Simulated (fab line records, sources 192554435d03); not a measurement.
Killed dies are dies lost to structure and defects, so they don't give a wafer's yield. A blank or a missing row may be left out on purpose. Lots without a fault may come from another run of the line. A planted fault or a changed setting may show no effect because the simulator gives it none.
Split-lot experiment | flow n5_finfet | 7 lots, 21 wafers read, on a route of 1938 steps

THE SPLIT
At N5_BEOL_M9_TRENCH_ETCH_37 (etches SiCOH lowk in C4F6/O2, target depth 151.43 nm, time 49 s), the setting source_w was moved away from the recipe's 345 W on 5 of the 21 wafers read, by -7.2% to +11.7%. The other wafers ran this setting at the recipe's value.

The reading is taken at the split's own step.

THE READING
rf_vpp_V, in V, at N5_BEOL_M9_TRENCH_ETCH_37 (etches SiCOH lowk in C4F6/O2, target depth 151.43 nm, time 49 s). Fault-free wafers of this fab line usually give 668 V, standard deviation 7.5 V.

wafer  | tool, chamber at the split | source_w as run, W | against the recipe | rf_vpp_V, V | against lot-mates on the recipe
L074.1 | rie_diel-06, 0             | 345                | recipe             | 667         | -
L074.2 | rie_diel-06, 2             | 345                | recipe             | 675         | -
L074.3 | rie_diel-06, 3             | 345                | recipe             | 658         | -
L081.1 | rie_diel-02, 2             | 345                | recipe             | 659         | -
L081.3 | rie_diel-02, 3             | 375.3              | +8.8%              | 632         | -29
L081.4 | rie_diel-02, 0             | 345                | recipe             | 663         | -
L086.3 | rie_diel-06, 0             | 345                | recipe             | 667         | -
L086.4 | rie_diel-06, 3             | 345                | recipe             | 670         | -
L086.5 | rie_diel-06, 3             | 320                | -7.2%              | 696         | +28
L090.1 | rie_diel-02, 2             | 345                | recipe             | 660         | -
L090.3 | rie_diel-02, 3             | 345                | recipe             | 659         | -
L090.4 | rie_diel-02, 0             | 345                | recipe             | 663         | -
L092.3 | rie_diel-06, 0             | 385.2              | +11.7%             | 629         | -46
L092.5 | rie_diel-06, 2             | 345                | recipe             | 675         | -
L092.6 | rie_diel-06, 3             | 385.2              | +11.7%             | 633         | -42
L095.3 | rie_diel-01, 1             | 345                | recipe             | 672         | -
L095.4 | rie_diel-01, 3             | 345                | recipe             | 655         | -
L095.6 | rie_diel-01, 3             | 345                | recipe             | 654         | -
L096.1 | rie_diel-02, 3             | 380.7              | +10.3%             | 627         | -40
L096.3 | rie_diel-02, 2             | 345                | recipe             | 659         | -
L096.4 | rie_diel-02, 1             | 345                | recipe             | 674         | -

THE FIT
A straight line over all 21 wafers: rf_vpp_V changes by -3.34 V for each +1% of source_w; r = -0.92; the points scatter about the line by 6.9 V.
The same after taking each lot's own level away (the mean of its wafers on the recipe; 21 wafers): -3.72 V for each +1%; r = -0.96; scatter 5.2 V.
On that fit, the largest move of source_w shifts the reading by 43 V.
The lots' own levels span 660.3 to 675.0 V, that is 2.0 times the standard deviation above.
So the lot-to-lot level changes the slope: the two fits differ.
Check: with one of the wafers moved furthest among these (+11.7%) left out of the fit, the line predicts -42.3 V for it against its lot-mates. It came out at -46 V against them.
Tool readings at the split's step, against how far the setting was moved: rf_vpp_V r = -0.92.

OTHER SPLITS ON THESE WAFERS
These wafers also went through other splits before the reading. Each is held against what the fit with the lots' levels taken away leaves over:
other split on the same wafers     | wafers away from the commonest value | r with rf_vpp_V (lot level and that fit taken away)
N5_BEOL_M5_EXPOSE_08 dose_mj       | 4                                    | +0.24
N5_BEOL_M6_DEP_56 time_s           | 7                                    | +0.01
N5_BEOL_M7_DESCUM_33 time_s        | 13                                   | -0.06
N5_BEOL_M8_ETCH_66 bias_w          | 7                                    | -0.02
N5_BEOL_M8_TRENCH_ETCH_37 source_w | 5                                    | +0.16
N5_BEOL_M9_ETCH_66 time_s          | 9                                    | +0.35

THE FILE'S OWN FIT
rf_vpp_V changes by -3.7 V for each +1% of source_w, r = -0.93.
